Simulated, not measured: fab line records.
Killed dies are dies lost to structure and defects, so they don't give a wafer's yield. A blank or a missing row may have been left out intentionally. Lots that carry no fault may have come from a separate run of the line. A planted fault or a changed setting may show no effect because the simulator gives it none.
fab line records | flow nand_harc
[record] lots = 6 | wafers = 18 | last_day = 32
route steps=1302 shown A_ONON_D1@426 END@1302
lots untouched by any fault: they come from a run of this same line in which no faults occurred
start_h: start of the lot's first displayed wafer, in hours after the record's first day | wait_h: time in hours since the lot's previous step | " the same as in the row above | L1.1+2: a row that stands for several wafers | - value missing, or start not given | * or withheld: withheld | < > ~ a bound
route shown NAME@n: a module of which the file shows steps, and the number in the route of the first | usual: mean/standard deviation of fault-free wafers | same: alike in all rows | chamber/n: place in a boat | sites: per-site readings | _std_site: the values' standard deviation | _edge_site: outer sites' mean less inner sites' | radius_mm: how far each site lies from the wafer's centre | mask NAME#n: copy n | behind: the tool/chamber that last shaped the wafer | hold: cause of the lot's hold/its duration in hours/its outcome | device: names the non-switching transistor (n, p or np) | end of line: tests of these same wafers at the route's end | for a step that has no rows: nothing shown but its recipe | killed: the dies lost at the first sort to structure and to defects; this is not the yield of the wafer | map: the dies of a wafer, with x for killed, . for not killed, _ for no die there
set.NAME: the setting as run; set.NAME@STEP: as run at that earlier step | model.NAME: the simulator's own value behind a step, which no gauge read
lots at selected steps of the route; one table per step, one row per wafer
services: when a tool's chamber went out of use (start_h, in hours from the record's first day, below 0 if earlier), for how many hours, and the reason
[[steps]]
[step NHARC_A_ONON_D1_DEP_03]
[recipe] target_thk_a = 10000 | n2_flow_sccm = 2750 | n2o_flow_sccm = 2000 | nh3_flow_sccm = 500 | sih4_flow_sccm = 210 | temp_c = 400
[step NHARC_A_ONON_D1_THK_MEAS_05]
[recipe] thk_meas_gauge = ellipsometry
[usual] thk_nm = 999/7.2
lot.wafer | tool          | chamber | start_h | wait_h | thk_nm
L834.1    | film_metro-01 | -       | 160.92  | -      | 1000
L834.2    | "             | -       | "       | "      | 1001
L834.3    | "             | -       | "       | "      | 1001
L845.1    | film_metro-01 | -       | 270.99  | -      | 1011
L845.3    | "             | -       | "       | "      | 1011
L845.6    | "             | -       | "       | "      | 1009
L846.2    | film_metro-01 | -       | 278.95  | -      | 1006
L846.3    | "             | -       | "       | "      | 1005
L846.4    | "             | -       | "       | "      | 1006
L849.1    | film_metro-01 | -       | 307.94  | -      | 1002
L849.4    | "             | -       | "       | "      | 1001
L849.5    | "             | -       | "       | "      | 1001
L850.2    | film_metro-01 | -       | 327.61  | -      | 993
L850.3    | "             | -       | "       | "      | 993
L850.6    | "             | -       | "       | "      | 992
L854.2    | film_metro-02 | -       | 361.72  | -      | 1008
L854.3    | "             | -       | "       | "      | 1008
L854.6    | "             | -       | "       | "      | 1009
[step NHARC_A_ONON_D1_DEP_06]
[recipe] target_thk_a = 10000 | n2_flow_sccm = 2750 | n2o_flow_sccm = 2000 | nh3_flow_sccm = 500 | sih4_flow_sccm = 210 | temp_c = 400
[step NHARC_A_ONON_D1_THK_MEAS_08]
[recipe] thk_meas_gauge = ellipsometry
[usual] thk_nm = 1000/8.7
lot.wafer | tool          | chamber | start_h | wait_h | thk_nm
L834.1    | film_metro-02 | -       | 161.48  | -      | 1006
L834.2    | "             | -       | "       | "      | 1004
L834.3    | "             | -       | "       | "      | 1005
L845.1    | film_metro-02 | -       | 271.56  | -      | 1013
L845.3    | "             | -       | "       | "      | 1012
L845.6    | "             | -       | "       | "      | 1015
L846.2    | film_metro-01 | -       | 279.52  | -      | 988
L846.3    | "             | -       | "       | "      | 989
L846.4    | "             | -       | "       | "      | 990
L849.1    | film_metro-02 | -       | 308.51  | -      | 985
L849.4    | "             | -       | "       | "      | 985
L849.5    | "             | -       | "       | "      | 985
L850.2    | film_metro-02 | -       | 328.17  | -      | 1008
L850.3    | "             | -       | "       | "      | 1006
L850.6    | "             | -       | "       | "      | 1005
L854.2    | film_metro-01 | -       | 362.29  | -      | 986
L854.3    | "             | -       | "       | "      | 984
L854.6    | "             | -       | "       | "      | 984
[step NHARC_A_ONON_D1_DEP_09]
[recipe] target_thk_a = 10000 | n2_flow_sccm = 2750 | n2o_flow_sccm = 2000 | nh3_flow_sccm = 500 | sih4_flow_sccm = 210 | temp_c = 400
[step NHARC_A_ONON_D1_THK_MEAS_11]
[recipe] thk_meas_gauge = ellipsometry
[usual] thk_nm = 1001/9
lot.wafer | tool          | chamber | start_h | wait_h | thk_nm
L834.1    | film_metro-02 | -       | 162.05  | -      | 1001
L834.2    | "             | -       | "       | "      | 1001
L834.3    | "             | -       | "       | "      | 1003
L845.1    | film_metro-02 | -       | 272.12  | -      | 1006
L845.3    | "             | -       | "       | "      | 1006
L845.6    | "             | -       | "       | "      | 1005
L846.2    | film_metro-01 | -       | 280.08  | -      | 1001
L846.3    | "             | -       | "       | "      | 1001
L846.4    | "             | -       | "       | "      | 1000
L849.1    | film_metro-02 | -       | 309.10  | -      | 1003
L849.4    | "             | -       | "       | "      | 1002
L849.5    | "             | -       | "       | "      | 1001
L850.2    | film_metro-02 | -       | 328.74  | -      | 1013
L850.3    | "             | -       | "       | "      | 1010
L850.6    | "             | -       | "       | "      | 1013
L854.2    | film_metro-02 | -       | 362.85  | -      | 999
L854.3    | "             | -       | "       | "      | 1001
L854.6    | "             | -       | "       | "      | 1001
[step NHARC_A_ONON_D1_DEP_12]
[recipe] target_thk_a = 10000 | n2_flow_sccm = 2750 | n2o_flow_sccm = 2000 | nh3_flow_sccm = 500 | sih4_flow_sccm = 210 | temp_c = 400
[step NHARC_A_ONON_D1_THK_MEAS_14]
[recipe] thk_meas_gauge = ellipsometry
[usual] thk_nm = 999/11
lot.wafer | tool          | chamber | start_h | wait_h | thk_nm
L834.1    | film_metro-02 | -       | 162.61  | -      | 995
L834.2    | "             | -       | "       | "      | 997
L834.3    | "             | -       | "       | "      | 994
L845.1    | film_metro-02 | -       | 272.69  | -      | 991
L845.3    | "             | -       | "       | "      | 990
L845.6    | "             | -       | "       | "      | 989
L846.2    | film_metro-02 | -       | 280.65  | -      | 998
L846.3    | "             | -       | "       | "      | 999
L846.4    | "             | -       | "       | "      | 999
L849.1    | film_metro-01 | -       | 309.67  | -      | 1008
L849.4    | "             | -       | "       | "      | 1008
L849.5    | "             | -       | "       | "      | 1010
L850.2    | film_metro-01 | -       | 329.31  | -      | 991
L850.3    | "             | -       | "       | "      | 991
L850.6    | "             | -       | "       | "      | 992
L854.2    | film_metro-02 | -       | 363.41  | -      | 982
L854.3    | "             | -       | "       | "      | 981
L854.6    | "             | -       | "       | "      | 981
[step NHARC_A_ONON_D1_ANNEAL_15]
[recipe] temp_c = 750 | time_s = 3600
[step NHARC_A_ONON_D1_DEP_16]
[recipe] target_thk_a = 10000 | n2_flow_sccm = 2750 | n2o_flow_sccm = 2000 | nh3_flow_sccm = 500 | sih4_flow_sccm = 210 | temp_c = 400
[step NHARC_A_ONON_D1_THK_MEAS_18]
[recipe] thk_meas_gauge = ellipsometry
[usual] thk_nm = 999/8.9
lot.wafer | tool          | chamber | start_h | wait_h | thk_nm
L834.1    | film_metro-01 | -       | 170.26  | -      | 1007
L834.2    | "             | -       | "       | "      | 1005
L834.3    | "             | -       | "       | "      | 1005
L845.1    | film_metro-01 | -       | 282.75  | -      | 996
L845.3    | "             | -       | "       | "      | 994
L845.6    | "             | -       | "       | "      | 995
L846.2    | film_metro-01 | -       | 289.05  | -      | 1007
L846.3    | "             | -       | "       | "      | 1006
L846.4    | "             | -       | "       | "      | 1008
L849.1    | film_metro-01 | -       | 317.47  | -      | 1008
L849.4    | "             | -       | "       | "      | 1009
L849.5    | "             | -       | "       | "      | 1008
L850.2    | film_metro-02 | -       | 340.41  | -      | 990
L850.3    | "             | -       | "       | "      | 990
L850.6    | "             | -       | "       | "      | 990
L854.2    | film_metro-02 | -       | 371.27  | -      | 1012
L854.3    | "             | -       | "       | "      | 1013
L854.6    | "             | -       | "       | "      | 1012
[step NHARC_A_ONON_D1_DEP_19]
[recipe] target_thk_a = 10000 | n2_flow_sccm = 2750 | n2o_flow_sccm = 2000 | nh3_flow_sccm = 500 | sih4_flow_sccm = 210 | temp_c = 400
[usual] susceptor_temp_C = 400.01/0.22
lot.wafer | tool          | chamber | start_h | wait_h | susceptor_temp_C
L834.1    | pecvd_onon-02 | 0       | 170.32  | 0.1    | 399.82
L834.2    | "             | 0       | "       | "      | 400.27
L834.3    | "             | 0       | "       | "      | 400.16
L845.1    | pecvd_onon-03 | 0       | 282.80  | 0.1    | 399.97
L845.3    | "             | 0       | "       | "      | 399.97
L845.6    | "             | 0       | "       | "      | 399.91
L846.2    | pecvd_onon-02 | 0       | 289.17  | 0.1    | 400.18
L846.3    | "             | 0       | "       | "      | 400.44
L846.4    | "             | 0       | "       | "      | 400.31
L849.1    | pecvd_onon-02 | 0       | 317.53  | 0.1    | 400.16
L849.4    | "             | 0       | "       | "      | 400.16
L849.5    | "             | 0       | "       | "      | 400.02
L850.2    | pecvd_onon-04 | 0       | 340.52  | 0.1    | 399.79
L850.3    | "             | 0       | "       | "      | 399.88
L850.6    | "             | 0       | "       | "      | 399.78
L854.2    | pecvd_onon-04 | 0       | 371.38  | 0.1    | 400.03
L854.3    | "             | 0       | "       | "      | 400.52
L854.6    | "             | 0       | "       | "      | 399.94
[step NHARC_A_ONON_D1_THK_MEAS_21]
[recipe] thk_meas_gauge = ellipsometry
[usual] thk_nm = 997/6.1
lot.wafer | tool          | chamber | start_h | wait_h | thk_nm
L834.1    | film_metro-01 | -       | 170.83  | -      | 992
L834.2    | "             | -       | "       | "      | 992
L834.3    | "             | -       | "       | "      | 992
L845.1    | film_metro-01 | -       | 283.31  | -      | 985
L845.3    | "             | -       | "       | "      | 983
L845.6    | "             | -       | "       | "      | 984
L846.2    | film_metro-02 | -       | 289.62  | -      | 1006
L846.3    | "             | -       | "       | "      | 633
L846.4    | "             | -       | "       | "      | 633
L849.1    | film_metro-02 | -       | 318.06  | -      | 619
L849.4    | "             | -       | "       | "      | 619
L849.5    | "             | -       | "       | "      | 994
L850.2    | film_metro-01 | -       | 340.98  | -      | 993
L850.3    | "             | -       | "       | "      | 993
L850.6    | "             | -       | "       | "      | 995
L854.2    | film_metro-02 | -       | 371.84  | -      | 994
L854.3    | "             | -       | "       | "      | 992
L854.6    | "             | -       | "       | "      | 993
[step NHARC_A_ONON_D1_DEP_22]
[recipe] target_thk_a = 10000 | n2_flow_sccm = 2750 | n2o_flow_sccm = 2000 | nh3_flow_sccm = 500 | sih4_flow_sccm = 210 | temp_c = 400
[step NHARC_END_SORT_01]
[recipe] temp_c = 25
[usual] killed_at_array = 55/20 | killed_at_other = 1.2/1.3 | killed_at_periphery = 4.0/3 | killed_dies = 60/21 | killed_open = 3.2/1.9 | killed_short = 2.5/1.6
[same] gross_dies = 677
lot.wafer | tool      | chamber | start_h | wait_h | killed_at_array | killed_at_other | killed_at_periphery | killed_dies | killed_open | killed_short
L834.1    | prober-02 | 0       | 563.82  | 2.5    | 75              | 3               | 4                   | 82          | 6           | 4
L834.2    | prober-02 | 0       | 564.62  | 2.8    | 61              | 3               | 7                   | 71          | 1           | 2
L834.3    | prober-02 | 0       | 565.41  | 3.1    | 62              | 1               | 16                  | 79          | 3           | 5
L845.1    | prober-02 | 0       | 673.68  | 2.5    | 70              | 1               | 7                   | 78          | 5           | 6
L845.3    | prober-02 | 0       | 675.28  | 3.1    | 63              | 1               | 6                   | 70          | 0           | 1
L845.6    | prober-02 | 0       | 677.67  | 4.0    | 69              | 2               | 5                   | 76          | 6           | 2
L846.2    | prober-01 | 0       | 685.51  | 2.8    | 67              | 0               | 2                   | 69          | 5           | 4
L846.3    | prober-01 | 0       | 686.31  | 3.1    | 675             | 0               | 2                   | 677         | 3           | 3
L846.4    | prober-01 | 0       | 687.10  | 3.4    | 668             | 0               | 9                   | 677         | 1           | 1
L849.1    | prober-02 | 0       | 714.68  | 2.5    | 671             | 2               | 4                   | 677         | 3           | 2
L849.4    | prober-02 | 0       | 717.13  | 3.5    | 669             | 3               | 5                   | 677         | 6           | 3
L849.5    | prober-02 | 0       | 717.95  | 3.8    | 45              | 1               | 1                   | 47          | 3           | 3
// killed by level:class
L834.1 A_CHANNEL_HOLE_D2:chamber_film_flake=37 A_SLIT:chamber_film_flake=19 A_CONTACT:chamber_film_flake=5 THIN_TSV:chamber_film_flake=3 P_CONTACT:chamber_film_flake=2 P_M2:chamber_film_flake=2 A_CHANNEL_HOLE_D1:chamber_film_flake=2 A_CHANNEL_FILL_D1:geometric_particle:open=1
L834.2 A_CHANNEL_HOLE_D2:chamber_film_flake=30 A_SLIT:chamber_film_flake=19 A_STAIRCASE:chamber_film_flake=5 P_CONTACT:chamber_film_flake=4 A_DECK1_JOINT:chamber_film_flake=3 THIN_TSV:chamber_film_flake=3 P_M2:chamber_film_flake=2 A_CHANNEL_FILL_D1:geometric_particle:short=1
L834.3 A_CHANNEL_HOLE_D2:chamber_film_flake=29 A_SLIT:chamber_film_flake=23 P_CONTACT:chamber_film_flake=8 P_M2:chamber_film_flake=7 A_ONON_D1:geometric_particle:short=2 P_M0:geometric_particle:short=1 A_DECK1_JOINT:geometric_particle:open=1 A_CHANNEL_FILL_D2:geometric_particle:short=1
L845.1 A_CHANNEL_HOLE_D1:chamber_film_flake=30 A_CHANNEL_HOLE_D2:chamber_film_flake=16 A_CHANNEL_FILL_D2:chamber_film_flake=7 P_STI:chamber_film_flake=4 A_STAIRCASE:chamber_film_flake=3 A_DECK1_JOINT:geometric_particle:open=2 A_CHANNEL_FILL_D2:geometric_particle:short=2 P_CONTACT:chamber_film_flake=2
L845.3 A_CHANNEL_HOLE_D1:chamber_film_flake=34 A_CHANNEL_HOLE_D2:chamber_film_flake=16 P_STI:chamber_film_flake=6 A_CONTACT:chamber_film_flake=6 A_CHANNEL_FILL_D2:chamber_film_flake=2 A_STAIRCASE:chamber_film_flake=2 A_DECK1_JOINT:geometric_particle:short=1 A_SLIT:chamber_film_flake=1
L845.6 A_CHANNEL_HOLE_D1:chamber_film_flake=35 A_CHANNEL_HOLE_D2:chamber_film_flake=15 A_CHANNEL_FILL_D2:chamber_film_flake=4 A_CONTACT:chamber_film_flake=4 A_STAIRCASE:chamber_film_flake=3 P_CONTACT:geometric_particle:open=2 A_ONON_D1:geometric_particle:short=2 A_ONON_D1:geometric_particle:open=2
L846.2 A_CHANNEL_HOLE_D2:chamber_film_flake=22 A_SLIT:chamber_film_flake=19 A_CONTACT:chamber_film_flake=8 A_CHANNEL_HOLE_D1:chamber_film_flake=5 A_STAIRCASE:chamber_film_flake=3 A_CHANNEL_HOLE_D1:geometric_particle:short=1 A_CHANNEL_FILL_D1:geometric_particle:open=1 A_CHANNEL_HOLE_D2:geometric_particle:short=1
L846.3 A_ONON_D1:area_dep=619 A_SLIT:chamber_film_flake=26 A_CHANNEL_HOLE_D2:chamber_film_flake=11 A_CHANNEL_HOLE_D1:chamber_film_flake=4 A_CONTACT:chamber_film_flake=4 A_STAIRCASE:chamber_film_flake=3 P_M1:geometric_particle:open=1 A_ONON_D2:geometric_particle:short=1
L846.4 A_ONON_D1:area_dep=626 A_SLIT:chamber_film_flake=15 A_CHANNEL_HOLE_D2:chamber_film_flake=8 A_CONTACT:chamber_film_flake=7 A_CHANNEL_HOLE_D1:chamber_film_flake=5 P_BONDPAD:chamber_film_flake=4 P_ZERO_WELL:chamber_film_flake=2 P_GATE:chamber_film_flake=2
L849.1 A_ONON_D1:area_dep=626 A_CHANNEL_HOLE_D1:chamber_film_flake=30 P_ZERO_WELL:chamber_film_flake=3 A_CONTACT:chamber_film_flake=3 A_STAIRCASE:chamber_film_flake=2 A_SGD_CUT:chamber_film_flake=2 A_SLIT:chamber_film_flake=2 THIN_TSV:chamber_film_flake=2
L849.4 A_ONON_D1:area_dep=614 A_CHANNEL_HOLE_D1:chamber_film_flake=34 A_SLIT:chamber_film_flake=7 A_STAIRCASE:chamber_film_flake=3 THIN_TSV:chamber_film_flake=3 A_CHANNEL_FILL_D1:geometric_particle:short=2 P_ZERO_WELL:chamber_film_flake=2 A_CONTACT:chamber_film_flake=2
L849.5 A_CHANNEL_HOLE_D1:chamber_film_flake=34 A_SLIT:chamber_film_flake=3 A_CHANNEL_HOLE_D1:geometric_particle:short=2 A_STAIRCASE:chamber_film_flake=2 P_M0:geometric_particle:open=1 A_DECK1_JOINT:geometric_particle:open=1 A_SGD_CUT:geometric_particle:short=1 A_CONTACT:geometric_particle:open=1
// map L846.3 (x killed, . not)
____________x____________
_________xxxxxxx_________
_______xxxxxxxxxxx_______
______xxxxxxxxxxxxx______
_____xxxxxxxxxxxxxxx_____
____xxxxxxxxxxxxxxxxx____
____xxxxxxxxxxxxxxxxx____
___xxxxxxxxxxxxxxxxxxx___
___xxxxxxxxxxxxxxxxxxx___
__xxxxxxxxxxxxxxxxxxxxx__
__xxxxxxxxxxxxxxxxxxxxx__
_xxxxxxxxxxxxxxxxxxxxxxx_
_xxxxxxxxxxxxxxxxxxxxxxx_
_xxxxxxxxxxxxxxxxxxxxxxx_
_xxxxxxxxxxxxxxxxxxxxxxx_
_xxxxxxxxxxxxxxxxxxxxxxx_
xxxxxxxxxxxxxxxxxxxxxxxxx
xxxxxxxxxxxxxxxxxxxxxxxxx
xxxxxxxxxxxxxxxxxxxxxxxxx
xxxxxxxxxxxxxxxxxxxxxxxxx
xxxxxxxxxxxxxxxxxxxxxxxxx
_xxxxxxxxxxxxxxxxxxxxxxx_
_xxxxxxxxxxxxxxxxxxxxxxx_
_xxxxxxxxxxxxxxxxxxxxxxx_
_xxxxxxxxxxxxxxxxxxxxxxx_
_xxxxxxxxxxxxxxxxxxxxxxx_
__xxxxxxxxxxxxxxxxxxxxx__
__xxxxxxxxxxxxxxxxxxxxx__
___xxxxxxxxxxxxxxxxxxx___
___xxxxxxxxxxxxxxxxxxx___
____xxxxxxxxxxxxxxxxx____
____xxxxxxxxxxxxxxxxx____
_____xxxxxxxxxxxxxxx_____
______xxxxxxxxxxxxx______
_______xxxxxxxxxxx_______
_________xxxxxxx_________
____________x____________
// map L849.1 (x killed, . not)
____________x____________
_________xxxxxxx_________
_______xxxxxxxxxxx_______
______xxxxxxxxxxxxx______
_____xxxxxxxxxxxxxxx_____
____xxxxxxxxxxxxxxxxx____
____xxxxxxxxxxxxxxxxx____
___xxxxxxxxxxxxxxxxxxx___
___xxxxxxxxxxxxxxxxxxx___
__xxxxxxxxxxxxxxxxxxxxx__
__xxxxxxxxxxxxxxxxxxxxx__
_xxxxxxxxxxxxxxxxxxxxxxx_
_xxxxxxxxxxxxxxxxxxxxxxx_
_xxxxxxxxxxxxxxxxxxxxxxx_
_xxxxxxxxxxxxxxxxxxxxxxx_
_xxxxxxxxxxxxxxxxxxxxxxx_
xxxxxxxxxxxxxxxxxxxxxxxxx
xxxxxxxxxxxxxxxxxxxxxxxxx
xxxxxxxxxxxxxxxxxxxxxxxxx
xxxxxxxxxxxxxxxxxxxxxxxxx
xxxxxxxxxxxxxxxxxxxxxxxxx
_xxxxxxxxxxxxxxxxxxxxxxx_
_xxxxxxxxxxxxxxxxxxxxxxx_
_xxxxxxxxxxxxxxxxxxxxxxx_
_xxxxxxxxxxxxxxxxxxxxxxx_
_xxxxxxxxxxxxxxxxxxxxxxx_
__xxxxxxxxxxxxxxxxxxxxx__
__xxxxxxxxxxxxxxxxxxxxx__
___xxxxxxxxxxxxxxxxxxx___
___xxxxxxxxxxxxxxxxxxx___
____xxxxxxxxxxxxxxxxx____
____xxxxxxxxxxxxxxxxx____
_____xxxxxxxxxxxxxxx_____
______xxxxxxxxxxxxx______
_______xxxxxxxxxxx_______
_________xxxxxxx_________
____________x____________
[[services]]
tool          | chamber | start_h | hours | kind
pecvd_onon-02 | -       | 185.14  | 13.0  | pm
pecvd_onon-03 | -       | 237.41  | 13.0  | pm
pecvd_onon-04 | -       | 311.17  | 13.0  | pm
pecvd_onon-02 | -       | 366.32  | 13.0  | pm
[[key]]
[first_sign] step = NHARC_A_ONON_D1_THK_MEAS_21 | reading = thk_nm | direction = down | sigmas = 61 | usual = 997 | struck = 626
[effect] step = NHARC_END_SORT_01 | reading = killed_at_array | direction = up | sigmas = 30 | usual = 55 | struck = 671
[more_kills_born_at] NHARC_A_ONON_D1_DEP_19@pecvd_onon-02 = 2485
met_at NHARC_A_ONON_D1_DEP_19
struck_wafers L846.3,L846.4,L849.1,L849.4
later_rows_left_out L846.3,L846.4,L849.1,L849.4
tester_left_out L846,L849
onset_between 170.32 289.17
[fault] kind = process_parameter_drift | tool = pecvd_onon-02 | chamber = - | onset_h = 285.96 | steps = NHARC_A_ONON_D1_DEP_19 | channel = target_thk_a | offset = * | shape = step | end_h = 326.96 | scope = struck_wafers_only | acts_in = * | stated = *
// tester_left_out: of these lots the tester's yield and bins aren't shown, on N5 and GAA mostly nor the transistor test; their killed dies are dies lost to structure and defects alone, not to doping, threshold or leakage, so they don't give the yield
// later_rows_left_out: the simulator's readings of these wafers behind a module that went badly wrong aren't trusted and aren't shown, but for the sort
